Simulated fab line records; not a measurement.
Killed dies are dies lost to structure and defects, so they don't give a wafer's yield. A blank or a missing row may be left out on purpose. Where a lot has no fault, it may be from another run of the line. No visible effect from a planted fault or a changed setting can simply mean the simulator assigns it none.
Matching of chambers    flow n5-finfet    4 sister chambers for N5_BEOL_M11_ALD_74 on ald-metal-04
The step deposits TaN, target thk 2 nm, pulse time 2 s, purge time 3 s. 14 wafers are shown with their chamber, then 7 later ones without.

EACH WAFER AND ITS CHAMBER
wafer   chamber  heater-power-w (W)
L078.2  1        456
L078.3  2        433
L078.6  0        390
L080.1  2        443
L080.4  3        372
L080.5  0        393
L081.3  2        444
L081.4  3        373
L081.6  2        444
L083.1  1        450
L083.3  0        405
L083.5  2        431
L084.3  2        439
L084.4  1        448

SIGNATURES (averages over the wafers above)
reading         chamber 0  chamber 1  chamber 2  chamber 3  scatter within a chamber
heater-power-w  396.00     451.33     439.00     372.50     5.72
Rule: a wafer lies at a distance from a chamber equal to the root of the sum of squares, over the readings, of (its reading less the chamber's mean, divided by the reading's scatter). The wafer belongs to the nearest chamber; if the next one is less than 2 further off, it can't be placed. The scatter is the square root of a quotient: the sum, over the shown wafers, of each reading's squared deviation from its chamber's mean, divided by wafers minus chambers.

WAFERS WITH NO CHAMBER GIVEN
wafer   heater-power-w (W)
L084.6  452
L086.1  429
L086.3  407
L086.4  361
L089.2  399
L089.4  448
L089.5  369

CHAMBER TAKEN BY EACH
wafer   from the rows above      in truth
L084.6  1                        1
L086.1  2                        2
L086.3  0                        0
L086.4  3                        3
L089.2  0                        0
L089.4  can't be placed: 1 or 2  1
L089.5  3                        3
Placed correctly: 6 of 7. Unplaceable from these rows: 1, with the true chamber sitting among the candidates in 1. 0 placed wrongly.
